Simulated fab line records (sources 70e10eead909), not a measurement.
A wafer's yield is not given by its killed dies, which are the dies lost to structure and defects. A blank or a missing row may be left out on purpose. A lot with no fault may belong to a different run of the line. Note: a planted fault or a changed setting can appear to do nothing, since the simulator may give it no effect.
2 desks, one fault ; flow nand-harc ; only its own numbers are on each desk; what lay behind them is given at the end

## THE METROLOGY DESK
What the gauges read for every lot (on any tool): the sampled wafers with a number, averaged. Marked OUT: a lot whose mean sits more than 4 standard deviations from the usual mean, which makes it out of limits; the brackets give that distance.
Columns: A = thk-nm at NHARC_A_DECK1_JOINT_THK_MEAS_14, usual 51.0 nm; B = thk-nm at NHARC_A_DECK1_JOINT_THK_MEAS_17, usual 45.2 nm
lot;first seen here;A;B
L158;day 11 21:07;50.6;44.3
L157;day 12 00:56;51.1;45.3
L159;day 12 03:32;52.5;44.3
L160;day 12 03:32;52.1;44.3
L161;day 13 02:10;52.9;44.0
L167;day 15 14:00;50.2;36.1 (-7.0) OUT
L168;day 15 20:44;50.1;36.4 (-6.8) OUT
L172;day 17 07:55;50.7;45.4
L175;day 18 19:11;50.5;44.7
L176;day 19 04:35;51.0;45.2
L179;day 20 10:52;49.8;45.4
L178;day 20 20:24;52.0;45.3
L180;day 20 20:24;51.6;45.2
This desk finds L167, L168 out of limits, L167 being first, at day 16 13:26 (thk-nm at NHARC_A_DECK1_JOINT_THK_MEAS_17). L158, L157, L159, L160, L161, L172, L175, L176, L179, L178, L180 stayed within limits.

## TOOL OWNER'S DESK, pecvd-02
The tool's own readings at NHARC_A_DECK1_JOINT_DEP_16 (deposits SiO2, target thk 45 nm): means of the sampled wafers that have a number, for each lot that ran on this tool. Marked OUT: a lot whose mean sits more than 4 standard deviations from the usual mean, which makes it out of limits; the brackets give that distance.
Columns: A = heater-power-w at NHARC_A_DECK1_JOINT_DEP_16, usual 563 W; B = throttle-valve-pct at NHARC_A_DECK1_JOINT_DEP_16, usual 16.0 %
lot;first seen here;A;B
L161;day 14 06:21;491;16.4
L167;day 16 13:09;533;16.6
L168;day 17 00:16;500;16.9
L178;day 21 17:37;552;16.8
This desk's verdict: no lot among the 4 shows anything out of limits.

## PUT TOGETHER
An alarm was possible from the metrology desk at day 16 13:26, on L167, L168.
Nothing out of limits was seen by the tool owner's desk.
On record at the tool owner's desk: L167, L168, within its limits.
Every lot named ran NHARC_A_DECK1_JOINT_DEP_16 on pecvd-02.

## WHAT HAD BEEN PUT IN BY THE SIMULATOR
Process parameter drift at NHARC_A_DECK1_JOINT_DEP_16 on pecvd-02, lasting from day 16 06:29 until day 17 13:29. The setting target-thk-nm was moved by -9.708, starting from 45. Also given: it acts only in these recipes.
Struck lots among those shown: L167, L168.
Hours from the fault's start to each desk's first reading out of limits: the metrology desk, 7.
